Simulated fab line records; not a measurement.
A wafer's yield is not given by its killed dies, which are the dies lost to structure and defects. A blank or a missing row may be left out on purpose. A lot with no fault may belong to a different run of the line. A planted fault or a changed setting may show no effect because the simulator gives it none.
Comparing a struck lot with a sound one    flow nand harc    14 steps out of a route of 1302
Sound: these wafers, L909.4, L909.5, L909.6. Struck: wafer L915.2 (left out: L915.5, a lot-mate that was not struck); the cause follows at the end.
Each step with rows lists, per side, the tool, then ch with its chambers, then its first start. Under that, the readings that differ: sound wafers    struck wafers    difference of the means    sigmas: that difference in standard deviations of wafers without a fault.
alike: same words and numbers on both sides, and readings whose means sit less than 2 such deviations apart. not compared: any withheld reading, any reading some wafer has no value for, any bound like >300 that may hide the same value, and any number with overlapping values for which the record gives no deviation.
The two part at a step that has a row with sigmas, a row that says differs or no value, or rows on one side only. Numbers that have no deviation but don't overlap get no sigmas and don't part them. Lack of a reading on every wafer of one side parts them only where that side has two or more wafers.

NHARC_A_DECK1_JOINT_CMP_02: polishes SiOx.
  sound on cmp-02 ch 0,1,2, day 11 04:03; struck on cmp-02 ch 2, day 14 13:36
  alike: motor current A
then, 1 step without rows for these wafers: NHARC_A_DECK1_JOINT_SRD_15.
NHARC_A_DECK1_JOINT_DEP_16: deposits SiO2, target thk 45 nm.
  sound on pecvd-01 ch 0,1,2, day 11 04:31; struck on pecvd-03 ch 1, day 14 14:02
  alike: heater power w, throttle valve pct
NHARC_A_DECK1_JOINT_THK_MEAS_17: measures by ellipsometry.
  struck on film metro-01, day 14 14:16; sound on film metro-01, day 11 04:43
  alike: thk nm
NHARC_A_DECK1_JOINT_INSPECT_05:
  struck on defect inspect-01, day 14 14:18; sound on defect inspect-01, day 11 04:44
  alike: raw defect count
then, 1 step without rows for these wafers: NHARC_A_ONON_D2_DEP_00 (target thk 1000 nm).
NHARC_A_ONON_D2_THK_MEAS_02: measures by ellipsometry.
  struck on film metro-02, day 14 14:52; sound on film metro-01, day 11 05:19
  alike: thk nm
then, 1 step without rows for these wafers: NHARC_A_ONON_D2_DEP_03 (target thk 1000 nm).
NHARC_A_ONON_D2_THK_MEAS_05: measures by ellipsometry.
  struck on film metro-01, day 14 15:26; sound on film metro-02, day 11 05:53
  alike: thk nm
then, 1 step without rows for these wafers: NHARC_A_ONON_D2_DEP_06 (target thk 1000 nm).
NHARC_A_ONON_D2_THK_MEAS_08: measures by ellipsometry.
  struck on film metro-02, day 14 16:01; sound on film metro-01, day 11 06:27
  alike: thk nm
NHARC_A_ONON_D2_DEP_09: target thk 1000 nm.
  sound on pecvd onon-04 ch 0, day 11 06:46; struck on pecvd onon-04 ch 0, day 14 16:07
NHARC_A_ONON_D2_THK_MEAS_11: measures by ellipsometry.
  struck on film metro-02, day 14 16:34; sound on film metro-01, day 11 07:07
reading      sound        struck  difference  sigmas
thk nm (nm)  998 997 997  1486    +489        +44
then, 1 step without rows for these wafers: NHARC_A_ONON_D2_DEP_12 (target thk 1000 nm).

WHERE THEY PART
At NHARC_A_ONON_D2_THK_MEAS_11 and nowhere else, as far as this record goes.

WHY: what the simulator had put in
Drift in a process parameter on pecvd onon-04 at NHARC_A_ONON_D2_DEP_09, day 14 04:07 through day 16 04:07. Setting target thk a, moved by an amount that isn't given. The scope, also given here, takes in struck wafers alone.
